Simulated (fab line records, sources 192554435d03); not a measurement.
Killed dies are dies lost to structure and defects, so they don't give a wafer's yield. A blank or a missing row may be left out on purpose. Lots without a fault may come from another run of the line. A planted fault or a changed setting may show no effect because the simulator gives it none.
fab line records | flow n5_finfet
record lots=10 wafers=30 last_day=17
route steps=1938 shown BEOL_M1@802 BEOL_M4@1111 PASSIVATION@1936
lots that met no fault: from a run of the same line without faults
start_h: hours from the record's first day to the start of the lot's first wafer shown | wait_h: hours since the lot's step before | " the same as in the row above | L1.1+2: a row that stands for several wafers | - no value, or no start given | * or withheld: withheld | < > ~ a bound
route shown NAME@n: a module of which the file shows steps, and the number in the route of the first | usual: mean/standard deviation of fault-free wafers | same: alike in all rows | chamber/n: place in a boat | sites: the reading at each site | _std_site: their standard deviation | _edge_site: outer sites' mean less inner sites' | radius_mm: how far each site lies from the wafer's centre | mask NAME#n: copy n | behind: the tool/chamber that last shaped the wafer | hold: why the lot was held/for how many hours/how that ended | device: the transistor (n, p or np) that didn't switch | end of line: the same wafers' tests at the end of the route | a step without rows: its recipe alone | killed: dies lost to structure and defects at the first sort, not the wafer's yield | map: a wafer's dies, x killed, . not, _ none there
set.NAME: the setting as run; set.NAME@STEP: as run at that earlier step | model.NAME: the simulator's own value behind a step, which no gauge read
steps of the route over a sample of lots; a table a step, a row a wafer
services: from which hour (start_h, from the record's first day; less than 0 if before it) a tool's chamber was out of use, for how many hours, and why
## steps
# step N5_BEOL_M1_STRIP_97
# recipe chemistry=N2/H2 time_s=10 power_w=450 temp_c=40 pressure_mtorr=20 rf_frequency_hz=6e+07 bias_power_w=7 n2_flow_sccm=200 h2_flow_sccm=200
# usual drypump_motor_current_A=5.6/0.38 n2_flow_sccm=200.0/0.64 oes_product_au=0.79/0.094 rf_vpp_V=58.9/0.92 showerhead_plenum_p_Torr=2.50/0.093 throttle_valve_pct=23.6/0.4
# columns lot.wafer tool chamber start_h wait_h drypump_motor_current_A n2_flow_sccm oes_product_au rf_hours_counter_h rf_vpp_V showerhead_plenum_p_Torr throttle_valve_pct
L392.1 rie_diel-05 1 - - 6.1 199.9 0.70 236 58.4 2.40 23.5
L392.4 " 3 " " 5.8 199.2 0.74 158 58.2 2.43 23.7
L392.6 " 1 " " 6.1 200.0 0.70 - 59.3 2.40 23.5
L394.2 rie_diel-02 0 - - 5.3 200.4 0.90 21 59.0 2.59 23.4
L394.5 " 0 " " 5.3 199.4 0.90 - 60.6 2.59 23.4
L394.6 " 1 " " 5.9 199.0 0.68 - 58.5 2.49 23.1
L399.2 rie_diel-02 2 - - 5.5 200.2 0.88 28 59.5 2.49 23.3
L399.4 " 0 " " 5.3 199.8 0.88 34 59.9 2.58 23.4
L399.5 " 0 " " 5.3 201.2 0.87 - 59.4 2.58 23.4
L400.1 rie_diel-03 0 - - 6.0 200.2 0.79 120 58.8 2.42 23.1
L400.4 " 3 " " 5.5 200.8 0.75 139 58.4 2.53 23.1
L400.6 " 2 " " 5.1 200.3 0.71 - 59.5 2.62 24.0
L405.1 rie_diel-03 3 - - 5.4 201.0 0.75 147 60.8 2.53 23.1
L405.4 " 2 " " 5.1 199.6 0.71 227 59.2 2.62 24.1
L405.6 " 2 " " 5.1 199.1 0.71 - 59.3 2.62 24.1
L406.2 rie_diel-02 2 - - 5.5 200.5 0.86 42 58.9 2.48 23.4
L406.3 " 0 " " 5.3 200.6 0.85 49 59.5 2.58 23.4
L406.4 " 2 " " 5.6 201.1 0.86 - 57.8 2.48 23.4
L407.2 rie_diel-02 1 - - 5.8 200.0 0.95 7 59.1 2.48 22.8
L407.4 " 0 " " 5.3 200.1 0.84 - 58.3 2.58 23.4
L407.6 " 1 " " 5.8 199.9 0.95 - 59.3 2.48 22.8
L408.2 rie_diel-02 3 - - 6.2 198.8 0.97 1 59.2 2.71 23.9
L408.3 " 1 " " 5.9 200.0 0.93 14 58.9 2.48 22.8
L408.4 " 0 " " 5.3 200.3 0.84 - 58.9 2.57 23.4
L409.3 rie_diel-03 3 - - 5.5 200.1 0.73 158 58.7 2.52 23.1
L409.4 " 0 " " 5.9 199.1 0.78 139 58.1 2.41 23.2
L409.5 " 3 " " 5.5 199.2 0.73 - 60.4 2.53 23.1
L412.1 rie_diel-02 1 - - 5.9 200.1 0.92 18 58.9 2.48 22.9
L412.3 " 3 " " 6.2 199.8 0.95 6 60.5 2.71 23.9
L412.5 " 0 " " 5.3 199.7 0.83 - 61.5 2.57 23.4
# step N5_BEOL_M1_DEGAS_44
# recipe ambient=vacuum temp_c=250 time_s=60
# usual heater_power_w=317/30
# columns lot.wafer tool chamber start_h wait_h heater_power_w
L392.1 pvd_sputter-02 - 129.71 0.5 306
L392.4 " - " " 319
L392.6 " - " " 323
L394.2 pvd_sputter-01 - 133.42 0.5 348
L394.5 " - " " 286
L394.6 " - " " 361
L399.2 pvd_sputter-01 - 178.27 0.4 285
L399.4 " - " " 368
L399.5 " - " " 299
L400.1 pvd_sputter-01 - 178.35 0.3 290
L400.4 " - " " 322
L400.6 " - " " 323
L405.1 pvd_sputter-03 - 204.37 0.2 349
L405.4 " - " " 305
L405.6 " - " " 346
L406.2 pvd_sputter-03 - 212.92 0.2 300
L406.3 " - " " 349
L406.4 " - " " 359
L407.2 pvd_sputter-03 - 215.78 0.5 305
L407.4 " - " " 300
L407.6 " - " " 301
L408.2 pvd_sputter-03 - 232.70 0.7 294
L408.3 " - " " 369
L408.4 " - " " 338
L409.3 pvd_sputter-01 - 240.28 0.3 280
L409.4 " - " " 354
L409.5 " - " " 316
L412.1 pvd_sputter-03 - 248.02 0.9 297
L412.3 " - " " 364
L412.5 " - " " 310
# step N5_BEOL_M1_SPUTTER_79
# recipe material=Cu target_thk_a=45 temp_c=-20 chamber_pressure_pa=0.07 power_w=withheld time_s=8.29
# usual chamber_pressure_pa=0.07001/0.00015 chuck_gas_flow_sccm=1.26/0.05 throttle_valve_pct=29.8/0.96
# columns lot.wafer tool chamber start_h wait_h chamber_pressure_pa chuck_gas_flow_sccm throttle_valve_pct
L392.1 pvd_sputter-01 - 130.78 0.1 0.07024 1.20 31.2
L392.4 " - " " 0.06981 1.26 30.2
L392.6 " - " " 0.07001 1.28 30.0
L394.2 pvd_sputter-02 - 136.33 0.1 0.06983 1.28 30.5
L394.5 " - " " 0.06998 1.22 30.1
L394.6 " - " " 0.06979 1.30 28.2
L399.2 pvd_sputter-02 - 179.05 0.1 - - -
L399.4 " - " " - - -
L399.5 " - " " - - -
L400.1 pvd_sputter-01 - 179.21 0.1 - - -
L400.4 " - " " - - -
L400.6 " - " " - - -
L405.1 pvd_sputter-02 - 207.06 0.1 0.07008 1.32 28.6
L405.4 " - " " 0.06972 1.38 30.6
L405.6 " - " " 0.07003 1.25 27.8
L406.2 pvd_sputter-01 - 214.91 0.1 0.07001 1.31 30.3
L406.3 " - " " 0.06983 1.32 31.5
L406.4 " - " " 0.06957 1.22 29.5
L407.2 pvd_sputter-03 - 216.70 0.1 0.07014 1.28 29.5
L407.4 " - " " 0.07 1.31 28.3
L407.6 " - " " 0.06994 1.15 28.2
L408.2 pvd_sputter-01 - 233.81 0.1 0.07025 1.28 29.2
L408.3 " - " " 0.07005 1.25 30.2
L408.4 " - " " 0.06979 1.21 30.1
L409.3 pvd_sputter-02 - 241.29 0.1 0.07003 1.31 30.4
L409.4 " - " " 0.0701 1.15 30.7
L409.5 " - " " 0.07009 1.23 28.1
L412.1 pvd_sputter-02 - 250.22 0.1 0.06994 1.27 28.4
L412.3 " - " " 0.07002 1.27 30.6
L412.5 " - " " 0.07013 1.28 28.4
# step N5_BEOL_M1_ANNEAL_82
# recipe temp_c=400 time_s=240 ambient=vacuum
# usual heater_power_w=797/75
# columns lot.wafer tool chamber start_h wait_h heater_power_w
L392.1 pvd_sputter-01 - 131.08 0.0 792
L392.4 " - " " 921
L392.6 " - " " 713
L394.2 pvd_sputter-02 - 136.63 0.0 734
L394.5 " - " " 773
L394.6 " - " " 810
L399.2 pvd_sputter-02 - 179.35 0.0 685
L399.4 " - " " 746
L399.5 " - " " 823
L400.1 pvd_sputter-01 - 179.51 0.0 797
L400.4 " - " " 869
L400.6 " - " " 885
L405.1 pvd_sputter-02 - 207.36 0.0 685
L405.4 " - " " 718
L405.6 " - " " 824
L406.2 pvd_sputter-01 - 215.21 0.0 719
L406.3 " - " " 798
L406.4 " - " " 871
L407.2 pvd_sputter-03 - 217.00 0.0 874
L407.4 " - " " 921
L407.6 " - " " 888
L408.2 pvd_sputter-01 - 234.11 0.0 873
L408.3 " - " " 905
L408.4 " - " " 720
L409.3 pvd_sputter-02 - 241.59 0.0 766
L409.4 " - " " 734
L409.5 " - " " 811
L412.1 pvd_sputter-02 - 250.52 0.0 706
L412.3 " - " " 734
L412.5 " - " " 688
# step N5_BEOL_M4_RC_MEAS_101
# usual DIBL_N=36.6/1.8 DIBL_P=37.1/2.1 IOFF_N=0.17/0.033 IOFF_P=0.23/0.039 ION_N=681/13 ION_P=467/8.7 SS_N=71.6/0.59 SS_P=73.4/0.63 VT_N=249/3.4 VT_P=-249/3.7
# columns lot.wafer tool chamber start_h wait_h DIBL_N[mV/V] DIBL_P[mV/V] IOFF_N[nA/um] IOFF_P[nA/um] ION_N[uA/um] ION_P[uA/um] SS_N[mV/dec] SS_P[mV/dec] VT_N[mV] VT_P[mV]
L392.1 prober-01 0 166.57 0.0 38.4 38.5 0.19 0.23 685 469 71.4 74.2 247 -252
L392.4 " 0 " " 36.5 36.3 0.15 0.19 692 470 70.9 73.0 249 -253
L392.6 " 0 " " 38.5 37.2 0.19 0.20 680 457 72.4 73.7 247 -252
L394.2 prober-01 0 184.07 0.2 38.0 40.2 0.19 0.25 693 471 71.1 73.5 245 -248
L394.5 " 0 " " 38.2 38.5 0.18 0.21 672 456 71.4 72.3 249 -251
L394.6 " 0 " " 38.5 40.0 0.18 0.24 686 468 71.2 73.1 249 -248
L399.2 prober-01 0 213.57 0.2 35.8 37.8 0.19 0.25 699 476 71.5 73.2 245 -246
L399.4 " 0 " " 37.5 39.7 0.22 0.27 687 468 72.4 74.6 242 -249
L399.5 " 0 " " 36.1 38.7 0.20 0.24 696 473 71.7 73.2 246 -245
L400.1 prober-01 0 220.25 0.0 40.0 40.4 0.23 0.29 683 467 72.9 74.0 247 -244
L400.4 " 0 " " 38.0 38.1 0.19 0.23 694 468 71.4 73.3 247 -249
L400.6 " 0 " " 37.6 36.9 0.18 0.22 682 462 71.9 73.9 248 -251
L405.1 prober-02 0 247.50 0.0 36.5 36.4 0.17 0.23 691 470 70.9 73.8 249 -250
L405.4 " 0 " " 38.0 37.0 0.17 0.23 668 457 71.8 73.7 251 -250
L405.6 " 0 " " 35.9 35.3 0.15 0.20 679 462 70.7 72.4 249 -251
L407.2 prober-02 0 261.68 0.2 36.3 36.1 0.16 0.20 667 456 72.0 73.0 252 -253
L407.4 " 0 " " 37.7 38.0 0.18 0.22 707 475 72.2 73.9 248 -252
L407.6 " 0 " " 36.1 35.1 0.15 0.19 683 463 71.9 72.8 253 -254
L406.2 prober-02 0 262.85 0.2 36.9 38.0 0.18 0.20 693 464 71.8 74.5 248 -251
L406.3 " 0 " " 36.6 36.7 0.15 0.17 659 448 73.0 73.7 252 -257
L406.4 " 0 " " 34.4 34.3 0.12 0.14 656 446 71.8 73.4 253 -259
L408.2 prober-02 0 269.04 0.2 38.4 38.3 0.20 0.25 688 467 72.3 74.1 249 -248
L408.3 " 0 " " 36.0 36.4 0.16 0.23 664 462 71.3 72.6 253 -250
L408.4 " 0 " " 36.4 36.4 0.17 0.23 671 463 72.0 72.9 249 -248
L409.3 prober-01 0 271.44 0.3 35.4 34.9 0.14 0.18 671 463 71.5 72.5 251 -253
L409.4 " 0 " " 35.7 35.0 0.15 0.19 667 456 72.1 72.5 251 -252
L409.5 " 0 " " 35.4 34.0 0.13 0.17 672 462 71.3 73.2 251 -254
L412.1 prober-02 0 291.15 0.0 38.1 39.0 0.21 0.29 691 475 71.5 73.3 243 -243
L412.3 " 0 " " 34.8 35.4 0.14 0.23 673 476 71.7 72.8 249 -244
L412.5 " 0 " " 36.8 37.6 0.17 0.28 699 487 71.0 72.7 247 -242
# step N5_PASSIVATION_PROBE_49
# usual defect_limited_yield=91.1/1.4 killed_at_M0_to_M3=32/9.4 killed_at_M4_up=14/5.1 killed_at_contacts=11/5.5 killed_at_front_end=44/13 killed_at_other=4/3.2 killed_dies=104/16 killed_open=70/12 killed_short=33/7.8 sort_bin_4_leakage=0.01/0.057 sort_bin_5_function=5.1/0.91 sort_bin_6_memory=3.4/0.63 sort_n_pass=1075/16 sort_yield_pct=91.2/1.4
# same gross_dies=1180 killed_at_back_side=0 sort_bin_8_speed[%]=0
# columns lot.wafer tool chamber start_h wait_h defect_limited_yield[%] killed_at_M0_to_M3 killed_at_M4_up killed_at_contacts killed_at_front_end killed_at_other killed_dies killed_open killed_short sort_bin_4_leakage[%] sort_bin_5_function[%] sort_bin_6_memory[%] sort_n_pass sort_yield_pct[%]
L399.2 prober-02 - 317.12 0.1 90.5 19 18 12 60 3 112 63 43 0 5.2 4.1 1068 90.5
L399.4 prober-02 - 317.22 0.2 90.3 35 16 12 48 4 115 70 41 0 5.7 3.5 1065 90.3
L399.5 prober-02 - 317.27 0.2 90.9 27 14 14 45 7 107 69 33 0 5.1 3.6 1073 90.9
L400.4 prober-01 - 326.90 0.2 91.6 41 11 9 33 5 99 62 29 0 5.2 3.0 1081 91.6
L400.6 prober-01 - 327.00 0.3 93.2 30 10 12 24 4 80 48 26 0 4.4 2.4 1100 93.2
# killed by level:class
L399.2 FIN_SAQP:geometric_particle:short=14 FIN_SAQP:geometric_particle:open=12 MOL_CONTACT_COAG:geometric_particle:open=12 STI_FIN_REVEAL:geometric_particle:open=9 GATE_CUT:geometric_particle:short=8 BEOL_M4:geometric_particle:open=6 BEOL_M1:interface_void_opened=6 BEOL_M0_SAQP:geometric_particle:short=5
L399.4 FIN_SAQP:geometric_particle:short=14 FIN_SAQP:geometric_particle:open=12 MOL_CONTACT_COAG:geometric_particle:open=11 BEOL_M0_SAQP:geometric_particle:short=10 BEOL_M2:geometric_particle:open=8 STI_FIN_REVEAL:geometric_particle:open=6 BEOL_M5:geometric_particle:open=5 BEOL_M1:interface_void_opened=4
L399.5 MOL_CONTACT_COAG:geometric_particle:open=12 FIN_SAQP:geometric_particle:open=9 STI_FIN_REVEAL:geometric_particle:open=8 DUMMY_GATE:geometric_particle:open=7 BEOL_M0_SAQP:geometric_particle:short=7 BEOL_M1:geometric_particle:open=6 FIN_SAQP:geometric_particle:short=5 BEOL_M1:interface_void_opened=5
L400.4 BEOL_M0_SAQP:geometric_particle:open=12 BEOL_M0_SAQP:geometric_particle:short=8 FIN_SAQP:geometric_particle:short=7 FIN_SAQP:geometric_particle:open=7 MOL_CONTACT_COAG:geometric_particle:open=6 BEOL_M3:geometric_particle:open=6 MIM_TOP:geometric_particle:short=5 BEOL_M1:interface_void_opened=5
L400.6 MOL_CONTACT_COAG:geometric_particle:open=9 BEOL_M0_SAQP:geometric_particle:open=8 BEOL_M1:geometric_particle:open=7 BEOL_M1:interface_void_opened=6 FIN_SAQP:geometric_particle:short=4 BEOL_M0_SAQP:geometric_particle:short=4 STARTING-WAFER:geometric_particle:short=4 ILD0:geometric_particle:open=3
## services
# columns tool chamber start_h hours kind
pvd_sputter-02 - 107.50 6.2 repair
rie_diel-03 2 110.10 2.5 repair
pvd_sputter-03 - 113.78 3.1 repair
rie_diel-03 2 125.63 4.1 repair
rie_diel-02 1 146.26 4.1 repair
rie_diel-05 1 177.00 - clean
rie_diel-05 1 177.00 - consumable_replace:focus_ring
rie_diel-05 1 177.00 - consumable_replace:showerhead
rie_diel-05 1 177.00 19.3 scheduled_down
rie_diel-05 1 177.00 19.3 vent_cycle
rie_diel-02 1 180.96 - clean
rie_diel-02 1 180.96 - consumable_replace:focus_ring
rie_diel-02 1 180.96 15.2 scheduled_down
rie_diel-02 1 180.96 15.2 vent_cycle
rie_diel-02 3 207.76 - clean
rie_diel-02 3 207.76 - consumable_replace:focus_ring
rie_diel-02 3 207.76 - consumable_replace:showerhead
rie_diel-02 2 216.74 15.8 repair
rie_diel-05 2 231.02 - clean
rie_diel-05 2 231.02 - consumable_replace:focus_ring
rie_diel-05 2 231.02 16.6 scheduled_down
rie_diel-05 2 231.02 16.6 vent_cycle
pvd_sputter-03 - 233.49 3.4 repair
rie_diel-02 2 241.45 6.8 repair
## key
first_sign step=N5_BEOL_M1_SPUTTER_79 reading=tool_record direction=missing
effect none on later readings
met_at N5_BEOL_M1_SPUTTER_79
struck_lots L399,L400
not_acting_at N5_BEOL_M1_STRIP_97,N5_BEOL_M1_DEGAS_44,N5_BEOL_M1_ANNEAL_82
onset_between 136.33 179.05
fault kind=skipped_step_whole tool=pvd_sputter-01,pvd_sputter-02 chamber=- onset_h=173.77 steps=N5_BEOL_M1_SPUTTER_79 scope=struck_lots_only
